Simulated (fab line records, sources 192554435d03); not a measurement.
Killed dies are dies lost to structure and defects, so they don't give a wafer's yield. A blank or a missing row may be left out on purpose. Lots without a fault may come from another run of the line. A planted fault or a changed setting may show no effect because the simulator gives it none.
fab line records | flow n5_finfet
record lots=11 wafers=33 last_day=18
route steps=1938 shown BEOL_M2@920 MIM_BOT_ETCH@1869 TV_LITHO@1884 PASSIVATION@1931
lots that met no fault: from a run of the same line without faults
start_h: hours from the record's first day to the start of the lot's first wafer shown | wait_h: hours since the lot's step before | " the same as in the row above | L1.1+2: a row that stands for several wafers | - no value, or no start given | * or withheld: withheld | < > ~ a bound
route shown NAME@n: a module of which the file shows steps, and the number in the route of the first | usual: mean/standard deviation of fault-free wafers | same: alike in all rows | chamber/n: place in a boat | sites: the reading at each site | _std_site: their standard deviation | _edge_site: outer sites' mean less inner sites' | radius_mm: how far each site lies from the wafer's centre | mask NAME#n: copy n | behind: the tool/chamber that last shaped the wafer | hold: why the lot was held/for how many hours/how that ended | device: the transistor (n, p or np) that didn't switch | end of line: the same wafers' tests at the end of the route | a step without rows: its recipe alone | killed: dies lost to structure and defects at the first sort, not the wafer's yield | map: a wafer's dies, x killed, . not, _ none there
set.NAME: the setting as run; set.NAME@STEP: as run at that earlier step | model.NAME: the simulator's own value behind a step, which no gauge read
steps of the route over a sample of lots; a table a step, a row a wafer
services: from which hour (start_h, from the record's first day; less than 0 if before it) a tool's chamber was out of use, for how many hours, and why
## steps
# step N5_BEOL_M2_SPUTTER_96
# recipe material=Cu target_thk_a=45 temp_c=-20 chamber_pressure_pa=0.07 power_w=withheld time_s=8.29
# usual throttle_valve_pct=30.1/1.2
# columns lot.wafer tool chamber start_h wait_h throttle_valve_pct
L541.3 pvd_sputter-03 - 141.24 0.1 28.3
L541.4 " - " " 31.2
L541.6 " - " " 30.7
L542.1 pvd_sputter-01 - 146.70 0.1 30.6
L542.3 " - " " 32.4
L542.5 " - " " 30.7
L546.3 pvd_sputter-01 - 181.68 0.1 29.6
L546.4 " - " " 29.3
L546.6 " - " " 29.7
L547.3 pvd_sputter-02 - 184.89 0.1 30.6
L547.4 " - " " 28.1
L547.5 " - " " 30.6
L549.2 pvd_sputter-01 - 187.71 0.1 32.5
L549.5 " - " " 32.7
L549.6 " - " " 30.7
L550.1 pvd_sputter-01 - 208.59 0.1 32.7
L550.3 " - " " 30.8
L550.5 " - " " 29.1
L551.1 pvd_sputter-01 - 216.67 0.1 29.5
L551.3 " - " " 32.7
L551.4 " - " " 30.7
L555.1 pvd_sputter-03 - 245.41 0.1 28.4
L555.4 " - " " 31.3
L555.6 " - " " 29.7
L561.1 pvd_sputter-01 - 268.75 0.1 29.8
L561.3 " - " " 29.2
L561.4 " - " " 32.6
L562.3 pvd_sputter-01 - 283.70 0.1 32.5
L562.4 " - " " 29.4
L562.6 " - " " 29.2
L563.2 pvd_sputter-01 - 288.15 0.1 29.8
L563.3 " - " " 29.1
L563.5 " - " " 30.8
# step N5_MIM_BOT_ETCH_STRIP_01
# recipe chemistry=O2 power_w=600 temp_c=60 pressure_mtorr=30 rf_frequency_hz=6e+07 bias_power_w=0 overash_fraction=0.5 o2_flow_sccm=225
# usual drypump_motor_current_A=5.7/0.57 oes_product_au=0.82/0.082 rf_vpp_V=3.8/1.4 showerhead_plenum_p_Torr=2.12/0.08 throttle_valve_pct=16.56/0.28
# columns lot.wafer tool chamber start_h wait_h drypump_motor_current_A oes_product_au rf_hours_counter_h rf_vpp_V showerhead_plenum_p_Torr throttle_valve_pct
L541.3 rie_diel-06 1 247.98 0.1 5.1 0.96 3 3.8 2.05 16.29
L541.4 " 2 " " 6.4 0.69 246 7.1 1.99 17.34
L541.6 " 2 " " 6.4 0.69 - 2.6 1.99 17.36
L542.1 rie_diel-02 1 266.82 0.1 6.0 0.68 249 4.4 2.15 16.87
L542.3 " 0 " " 5.7 0.82 103 2.8 2.03 16.37
L542.5 " 3 " " 5.8 0.76 - 2.2 2.09 16.46
L546.3 rie_diel-05 3 288.38 0.1 5.4 0.91 26 5.2 2.07 16.28
L546.4 " 2 " " 5.6 0.77 152 3.6 2.10 16.65
L546.6 " 3 " " 5.4 0.89 - 1.2 2.07 16.35
L547.3 rie_diel-06 3 296.46 0.1 6.6 0.68 254 4.1 2.18 17.14
L547.4 " 1 " " 5.1 0.87 - 3.1 2.05 16.31
L547.5 " 3 " " 6.7 0.69 - 3.2 2.18 17.17
L549.2 rie_diel-05 2 305.04 0.1 5.6 0.73 159 2.2 2.09 16.64
L549.5 " 1 " " 4.9 0.83 - 2.5 2.04 16.15
L549.6 " 2 " " 5.6 0.75 - 4.5 2.09 16.67
L550.1 rie_diel-02 2 318.37 0.1 5.3 0.80 89 3.1 2.23 16.35
L550.3 " 3 " " 5.8 0.74 163 4.0 2.08 16.51
L550.5 " 2 " " 5.3 0.82 - 2.3 2.23 16.43
L551.1 rie_diel-06 3 323.17 0.1 6.6 1.01 2 6.5 2.18 16.68
L551.3 " 1 " " 5.1 0.88 33 3.6 2.04 16.32
L551.4 " 2 " " 6.5 0.96 9 5.6 2.25 16.98
L555.1 rie_diel-05 1 356.65 0.1 4.9 0.82 84 5.7 2.04 16.19
L555.4 " 2 " " 5.6 0.73 174 6.2 2.09 16.68
L555.6 " 2 " " 5.6 0.73 - 2.2 2.09 16.68
L561.1 rie_diel-06 3 386.85 0.1 6.6 0.95 26 1.3 2.17 16.72
L561.3 " 1 " " 5.1 0.82 55 4.3 2.04 16.36
L561.4 " 2 " " 6.4 0.91 33 4.0 2.25 17.01
L562.3 rie_diel-06 3 395.11 0.1 6.6 0.95 29 2.2 2.17 16.74
L562.4 " 0 " " 5.0 0.81 128 3.3 2.20 16.46
L562.6 " 3 " " 6.6 0.92 - 3.4 2.17 16.73
L563.2 rie_diel-05 2 416.90 0.1 5.6 0.71 196 4.0 2.08 16.74
L563.3 " 3 " " 5.4 0.82 73 2.9 2.05 16.46
L563.5 " 3 " " 5.4 0.84 - 4.2 2.05 16.46
# step N5_PASSIVATION_OVL_MEAS_60
# recipe points_per_wafer=44
# usual TV_OVL=-4/5.8
# columns lot.wafer tool chamber start_h wait_h TV_OVL[nm]
L541.3 overlay-01 0 249.11 0.0 -12
L541.4 " 0 " " -15
L541.6 " 0 " " -9
L542.1 overlay-02 0 267.91 0.0 -9
L542.3 " 0 " " -3
L542.5 " 0 " " -6
L546.3 overlay-02 0 290.83 0.0 6
L546.4 " 0 " " 6
L546.6 " 0 " " 5
L547.3 overlay-01 0 297.51 0.0 -2
L547.4 " 0 " " 2
L547.5 " 0 " " -3
L549.2 overlay-01 0 306.78 0.0 -10
L549.5 " 0 " " -11
L549.6 " 0 " " -13
L550.1 overlay-01 0 319.55 0.0 -8
L550.3 " 0 " " -9
L550.5 " 0 " " -9
L551.1 overlay-02 0 324.86 0.0 -6
L551.3 " 0 " " -2
L551.4 " 0 " " -7
L555.1 overlay-02 0 357.74 0.0 7
L555.4 " 0 " " 0
L555.6 " 0 " " -6
L561.1 overlay-02 0 388.24 0.0 -1
L561.3 " 0 " " -4
L561.4 " 0 " " -3
L562.3 overlay-01 0 397.54 0.0 -13
L562.4 " 0 " " -9
L562.6 " 0 " " -13
L563.2 overlay-02 0 418.54 0.0 -7
L563.3 " 0 " " -1
L563.5 " 0 " " -2
# step N5_PASSIVATION_STRIP_48
# recipe chemistry=O2 power_w=600 temp_c=60 pressure_mtorr=30 rf_frequency_hz=6e+07 bias_power_w=0 overash_fraction=0.5 o2_flow_sccm=225
# usual drypump_motor_current_A=5.5/0.5 oes_product_au=0.81/0.075 rf_vpp_V=3.7/2.4 showerhead_plenum_p_Torr=2.10/0.079 throttle_valve_pct=16.50/0.25
# columns lot.wafer tool chamber start_h wait_h drypump_motor_current_A oes_product_au rf_hours_counter_h rf_vpp_V showerhead_plenum_p_Torr throttle_valve_pct
L541.3 rie_diel-06 0 253.88 0.1 5.0 0.88 75 6.5 2.21 16.32
L541.4 " 3 " " 6.6 0.72 237 7.3 2.18 17.08
L541.6 " 1 " " 5.1 0.94 - 5.9 2.05 16.17
L542.1 rie_diel-05 1 272.90 0.1 4.9 0.86 55 0 2.05 16.14
L542.3 " 0 " " 5.3 0.77 144 4.5 2.01 16.50
L542.5 " 1 " " 4.9 0.84 - 5.3 2.05 16.09
L546.3 rie_diel-06 0 294.90 0.1 5.0 0.82 91 2.5 2.21 16.42
L546.4 " 1 " " 5.1 0.88 - 7.1 2.05 16.28
L546.6 " 3 " " 6.7 0.66 - 3.3 2.18 17.13
L547.3 rie_diel-05 0 302.51 0.1 5.2 0.78 154 2.5 2.01 16.43
L547.4 " 2 " " 5.6 0.77 158 6.0 2.09 16.73
L547.5 " 2 " " 5.6 0.73 - 5.0 2.09 16.71
L549.2 rie_diel-05 3 310.97 0.1 5.4 0.90 34 4.0 2.06 16.42
L549.5 " 3 " " 5.4 0.91 - 1.1 2.06 16.32
L549.6 " 2 " " 5.6 0.75 - 4.1 2.09 16.63
L550.1 rie_diel-02 2 323.77 0.1 5.3 0.79 91 4.5 2.23 16.36
L550.3 " 0 " " 5.7 0.77 124 3.8 2.02 16.39
L550.5 " 1 " " 6.0 0.91 - 6.0 2.14 16.46
L551.1 rie_diel-06 1 328.98 0.1 5.1 0.86 34 2.6 2.04 16.41
L551.3 " 2 " " 6.4 0.95 12 0.4 2.25 16.99
L551.4 " 3 " " 6.7 1.02 5 10.3 2.18 16.72
L555.1 rie_diel-05 2 363.61 0.1 5.6 0.77 176 5.2 2.09 16.71
L555.4 " 1 " " 4.9 0.79 86 6.9 2.03 16.26
L555.6 " 3 " " 5.4 0.82 - 7.1 2.06 16.40
L561.1 rie_diel-05 2 392.42 0.1 5.6 0.74 187 1.4 2.08 16.67
L561.3 " 0 " " 5.3 0.72 187 6.2 2.00 16.43
L561.4 " 3 " " 5.4 0.86 64 2.3 2.05 16.48
L562.3 rie_diel-02 1 401.36 0.1 6.0 0.86 35 1.9 2.14 16.55
L562.4 " 3 " " 5.8 0.74 191 3.3 2.07 16.55
L562.6 " 0 " " 5.7 0.73 - 5.8 2.02 16.45
L563.2 rie_diel-02 3 422.85 0.1 5.8 0.71 199 2.8 2.07 16.62
L563.3 " 2 " " 5.3 0.75 124 3.1 2.22 16.47
L563.5 " 1 " " 6.0 0.84 - 5.3 2.13 16.54
# step N5_PASSIVATION_PROBE_49
# usual defect_limited_yield=91.2/1.6 killed_at_M0_to_M3=34/11 killed_at_M4_up=14/5.7 killed_at_contacts=14/6.6 killed_at_front_end=37/10 killed_at_other=4/3.2 killed_dies=104/19 killed_on_rim=14/4.1 killed_open=69/13 killed_short=33/8.7 sort_bin_5_function=5.1/1 sort_bin_6_memory=3.3/0.76 sort_bin_8_speed=0.00/0.016 sort_n_pass=1076/19 sort_yield_pct=91.2/1.6
# same gross_dies=1180 killed_at_back_side=0 sort_bin_4_leakage[%]=0
# columns lot.wafer tool chamber start_h wait_h defect_limited_yield[%] killed_at_M0_to_M3 killed_at_M4_up killed_at_contacts killed_at_front_end killed_at_other killed_dies killed_on_rim killed_open killed_short sort_bin_5_function[%] sort_bin_6_memory[%] sort_bin_8_speed[%] sort_n_pass sort_yield_pct[%]
L546.3 prober-01 - 297.49 0.1 90.7 27 10 17 52 4 110 13 85 24 5.3 3.9 0 1070 90.7
L546.4 prober-01 - 297.54 0.2 92.0 28 10 14 38 4 94 7 62 32 5.3 2.5 0 1086 92.0
L546.6 prober-01 - 297.64 0.3 92.4 25 8 14 38 5 90 13 63 27 4.5 2.8 0 1090 92.4
L547.3 prober-02 - 305.10 0.1 92.7 37 4 4 37 4 86 15 57 29 5.1 2.0 0 1094 92.7
L547.4 prober-02 - 305.15 0.2 92.0 47 12 6 26 3 94 12 69 25 4.7 2.6 0 1086 92.0
L547.5 prober-02 - 305.20 0.2 90.8 36 14 17 34 8 109 17 84 25 4.8 4.2 0 1071 90.8
L549.2 prober-02 - 313.53 0.1 91.6 44 16 10 28 1 99 11 75 24 4.4 3.9 0 1081 91.6
L549.5 prober-02 - 313.68 0.2 92.6 37 13 13 23 1 87 11 54 33 4.4 2.4 0 1093 92.6
L549.6 prober-02 - 313.73 0.3 91.4 26 17 11 46 2 102 14 77 25 4.6 4.0 0 1078 91.4
L550.1 prober-01 - 326.27 0.0 91.0 36 20 9 30 11 106 12 63 40 4.5 4.3 0 1074 91.0
L550.3 prober-01 - 326.37 0.1 90.9 38 12 2 48 7 107 16 72 31 5.6 3.3 0 1073 90.9
L550.5 prober-01 - 326.47 0.2 79.2 168 16 13 38 10 245 18 85 34 13.0 5.1 0 935 79.2
L551.1 prober-01 - 331.48 0.0 83.6 152 9 11 17 5 194 10 45 20 11.1 4.0 0 986 83.6
L551.3 prober-01 - 331.58 0.1 90.8 36 26 13 30 4 109 14 80 26 5.4 3.5 0 1071 90.8
L551.4 prober-01 - 331.63 0.2 90.8 35 21 22 25 6 109 11 75 31 5.5 3.5 0 1071 90.8
L561.1 prober-02 - 394.93 0.0 89.4 39 20 12 53 1 125 24 62 51 5.8 3.5 0 1055 89.4
L561.3 prober-02 - 395.03 0.1 91.2 26 20 15 40 3 104 19 65 36 4.7 3.7 0 1076 91.2
L561.4 prober-02 - 395.08 0.2 90.5 28 21 14 48 1 112 10 65 43 5.4 3.6 0 1068 90.5
L563.2 prober-02 - 425.39 0.1 91.5 32 7 20 28 13 100 17 68 31 4.7 3.6 0 1080 91.5
L563.3 prober-02 - 425.44 0.1 91.1 35 17 11 29 13 105 14 53 52 4.8 3.6 0 1075 91.1
L563.5 prober-02 - 425.54 0.2 91.5 31 16 9 32 12 100 18 66 32 5.6 2.7 0 1080 91.5
# killed by level:class
L546.3 STI_FIN_REVEAL:geometric_particle:open=27 MOL_CONTACT_COAG:geometric_particle:open=15 BEOL_M3:geometric_particle:open=11 BEOL_M1:geometric_particle:open=8 STI_FIN_REVEAL:geometric_particle:short=6 GATE_CUT:geometric_particle:short=6 BEOL_M4:geometric_particle:open=6 GATE_CUT:geometric_particle:open=4
L546.4 BEOL_M1:geometric_particle:short=12 MOL_CONTACT_COAG:geometric_particle:open=10 STI_FIN_REVEAL:geometric_particle:open=9 DUMMY_GATE:geometric_particle:open=7 BEOL_M1:geometric_particle:open=5 BEOL_M3:geometric_particle:open=5 FIN_SAQP:geometric_particle:short=4 FIN_SAQP:geometric_particle:open=4
L546.6 STI_FIN_REVEAL:geometric_particle:open=14 MOL_CONTACT_COAG:geometric_particle:open=13 FIN_SAQP:geometric_particle:open=7 FIN_SAQP:geometric_particle:short=5 BEOL_M0_SAQP:geometric_particle:open=5 BEOL_M3:geometric_particle:short=4 BEOL_M3:geometric_particle:open=4 BEOL_M0_SAQP:geometric_particle:short=3
L547.3 BEOL_M2:geometric_particle:open=10 STI_FIN_REVEAL:geometric_particle:open=7 DUMMY_GATE:geometric_particle:open=7 BEOL_M0_SAQP:geometric_particle:short=7 BEOL_M1:geometric_particle:open=6 GATE_CUT:geometric_particle:short=5 BEOL_M3:geometric_particle:open=5 BEOL_M0_SAQP:geometric_particle:open=4
L547.4 BEOL_M3:geometric_particle:open=11 BEOL_M1:geometric_particle:open=10 BEOL_M0_SAQP:geometric_particle:open=8 BEOL_M2:geometric_particle:open=7 GATE_CUT:geometric_particle:short=5 MOL_CONTACT_COAG:geometric_particle:open=5 BEOL_M0_SAQP:geometric_particle:short=5 DUMMY_GATE:geometric_particle:open=4
L547.5 STI_FIN_REVEAL:geometric_particle:open=15 MOL_CONTACT_COAG:geometric_particle:open=14 BEOL_M0_SAQP:geometric_particle:open=12 BEOL_M1:geometric_particle:open=6 PAD_METAL:geometric_particle:open=6 DUMMY_GATE:geometric_particle:open=5 BEOL_M0_SAQP:geometric_particle:short=5 BEOL_M2:geometric_particle:open=5
L549.2 BEOL_M2:geometric_particle:open=11 MOL_CONTACT_COAG:geometric_particle:open=9 BEOL_M3:geometric_particle:open=8 FIN_SAQP:geometric_particle:open=7 BEOL_M0_SAQP:geometric_particle:short=7 BEOL_M0_SAQP:geometric_particle:open=7 BEOL_M1:geometric_particle:open=6 GATE_CUT:geometric_particle:short=5
L549.5 MOL_CONTACT_COAG:geometric_particle:open=9 BEOL_M2:geometric_particle:open=9 BEOL_M3:geometric_particle:open=8 STI_FIN_REVEAL:geometric_particle:open=6 GATE_CUT:geometric_particle:short=5 BEOL_M0_SAQP:geometric_particle:open=5 MOL_CONTACT_COAG:geometric_particle:short=4 BEOL_M4:geometric_particle:short=4
L549.6 STI_FIN_REVEAL:geometric_particle:open=14 FIN_SAQP:geometric_particle:open=10 BEOL_M4:geometric_particle:open=10 MOL_CONTACT_COAG:geometric_particle:open=9 BEOL_M0_SAQP:geometric_particle:open=6 BEOL_M0_SAQP:geometric_particle:short=6 BEOL_M3:geometric_particle:open=5 DUMMY_GATE:geometric_particle:open=5
L550.1 BEOL_M0_SAQP:geometric_particle:short=8 BEOL_M4:geometric_particle:open=8 PAD_METAL:geometric_particle:short=8 MOL_CONTACT_COAG:geometric_particle:open=7 BEOL_M2:geometric_particle:open=7 FIN_SAQP:geometric_particle:open=6 BEOL_M0_SAQP:geometric_particle:open=6 GATE_CUT:geometric_particle:short=5
L550.3 FIN_SAQP:geometric_particle:open=13 FIN_SAQP:geometric_particle:short=11 BEOL_M0_SAQP:geometric_particle:open=11 BEOL_M1:geometric_particle:open=7 BEOL_M3:geometric_particle:open=7 GATE_CUT:geometric_particle:short=6 STI_FIN_REVEAL:geometric_particle:open=5 BEOL_M0_SAQP:geometric_particle:short=5
L550.5 BEOL_M2:unspecified=124 FIN_SAQP:geometric_particle:open=15 BEOL_M2:geometric_particle:open=13 MOL_CONTACT_COAG:geometric_particle:open=11 FIN_SAQP:geometric_particle:short=9 BEOL_M0_SAQP:geometric_particle:open=8 BEOL_M4:geometric_particle:open=8 BEOL_M0_SAQP:geometric_particle:short=6
L551.1 BEOL_M2:unspecified=127 MOL_CONTACT_COAG:geometric_particle:open=8 BEOL_M1:geometric_particle:open=7 GATE_CUT:geometric_particle:short=6 BEOL_M2:geometric_particle:open=4 BEOL_M3:geometric_particle:open=4 STI_FIN_REVEAL:geometric_particle:open=3 BEOL_M0:geometric_particle:open=3
L551.3 BEOL_M4:geometric_particle:open=14 MOL_CONTACT_COAG:geometric_particle:open=11 DUMMY_GATE:geometric_particle:open=8 BEOL_M0_SAQP:geometric_particle:short=8 BEOL_M0_SAQP:geometric_particle:open=7 BEOL_M2:geometric_particle:open=6 STI_FIN_REVEAL:geometric_particle:open=5 BEOL_M3:geometric_particle:open=5
L551.4 MOL_CONTACT_COAG:geometric_particle:open=14 BEOL_M4:geometric_particle:open=10 BEOL_M1:geometric_particle:open=9 BEOL_M0_SAQP:geometric_particle:short=8 FIN_SAQP:geometric_particle:open=7 MOL_CONTACT_COAG:geometric_particle:short=6 BEOL_M0_SAQP:geometric_particle:open=5 BEOL_M5:geometric_particle:open=4
L561.1 FIN_SAQP:geometric_particle:open=12 FIN_SAQP:geometric_particle:short=11 BEOL_M1:geometric_particle:open=10 HKMG_FIN:area_etch=9 BEOL_M0:geometric_particle:short=7 BEOL_M5:geometric_particle:open=6 MOL_CONTACT_COAG:geometric_particle:short=6 MOL_CONTACT_COAG:geometric_particle:open=6
L561.3 MOL_CONTACT_COAG:geometric_particle:open=13 BEOL_M4:geometric_particle:open=9 STI_FIN_REVEAL:geometric_particle:open=8 BEOL_M2:geometric_particle:open=7 FIN_SAQP:geometric_particle:open=6 FIN_SAQP:geometric_particle:short=5 GATE_CUT:geometric_particle:short=5 BEOL_M0_SAQP:geometric_particle:open=4
L561.4 FIN_SAQP:geometric_particle:short=16 MOL_CONTACT_COAG:geometric_particle:open=12 STI_FIN_REVEAL:geometric_particle:open=9 FIN_SAQP:geometric_particle:open=7 BEOL_M4:geometric_particle:open=6 BEOL_M4:geometric_particle:short=5 STARTING-WAFER:geometric_particle:short=5 BEOL_M1:geometric_particle:open=4
L563.2 MOL_CONTACT_COAG:geometric_particle:open=17 BEOL_M3:geometric_particle:open=9 BEOL_M0_SAQP:geometric_particle:open=6 FIN_SAQP:geometric_particle:short=5 FIN_SAQP:geometric_particle:open=4 BEOL_M0_SAQP:geometric_particle:short=4 BEOL_M2:geometric_particle:open=4 BEOL_M4:geometric_particle:open=4
L563.3 BEOL_M3:geometric_particle:open=12 FIN_SAQP:geometric_particle:short=11 BEOL_M4:geometric_particle:open=8 MOL_CONTACT_COAG:geometric_particle:open=7 BEOL_M1:geometric_particle:open=6 MOL_CONTACT_COAG:geometric_particle:short=4 BEOL_M4:geometric_particle:short=4 PAD_METAL:geometric_particle:open=4
L563.5 FIN_SAQP:geometric_particle:open=8 MOL_CONTACT_COAG:geometric_particle:open=8 BEOL_M0_SAQP:geometric_particle:open=7 BEOL_M0:geometric_particle:open=6 BEOL_M1:geometric_particle:open=6 PASS1_CAP:geometric_particle:open=6 FIN_SAQP:geometric_particle:short=5 BEOL_M4:geometric_particle:open=5
## services
# columns tool chamber start_h hours kind
rie_diel-02 0 122.41 2.5 repair
rie_diel-05 1 129.72 - clean
rie_diel-05 1 129.72 - consumable_replace:focus_ring
rie_diel-05 1 129.72 12.8 scheduled_down
rie_diel-05 1 129.72 12.8 vent_cycle
rie_diel-02 0 151.41 1.6 repair
rie_diel-06 2 168.37 33.9 repair
rie_diel-06 - 195.13 28.1 pm
rie_diel-05 3 198.03 - clean
rie_diel-05 3 198.03 - consumable_replace:focus_ring
rie_diel-05 3 198.03 19.4 scheduled_down
rie_diel-05 3 198.03 19.4 vent_cycle
rie_diel-06 1 223.23 - clean
rie_diel-06 1 223.23 - consumable_replace:focus_ring
rie_diel-06 1 223.23 18.1 scheduled_down
rie_diel-06 1 223.23 18.1 vent_cycle
rie_diel-05 - 250.18 0.4 repair
pvd_sputter-03 - 309.90 0.8 repair
rie_diel-05 2 325.98 13.5 repair
rie_diel-05 - 330.64 3.9 repair
pvd_sputter-01 - 335.20 1.6 repair
rie_diel-05 3 336.29 3.1 repair
rie_diel-02 1 370.04 5.3 repair
rie_diel-05 0 413.82 5.5 repair
## key
first_sign step=N5_PASSIVATION_PROBE_49 reading=killed_at_M0_to_M3 direction=up sigmas=12 usual=34 struck=160
effect step=N5_PASSIVATION_PROBE_49 reading=killed_dies direction=up sigmas=6 usual=104 struck=220
more_kills_born_at N5_BEOL_M2_SPUTTER_96@pvd_sputter-01=251
met_at N5_BEOL_M2_SPUTTER_96
struck_lots L550,L551
struck_wafers L550.5,L551.1
not_acting_at N5_MIM_BOT_ETCH_STRIP_01,N5_PASSIVATION_OVL_MEAS_60,N5_PASSIVATION_STRIP_48
onset_between 181.68 208.59
fault kind=chamber_particle_source tool=pvd_sputter-01 chamber=- onset_h=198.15 steps=N5_BEOL_M2_SPUTTER_96 rate_per_visit_cm2=0.80973 end_h=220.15 scope=struck_wafers_only
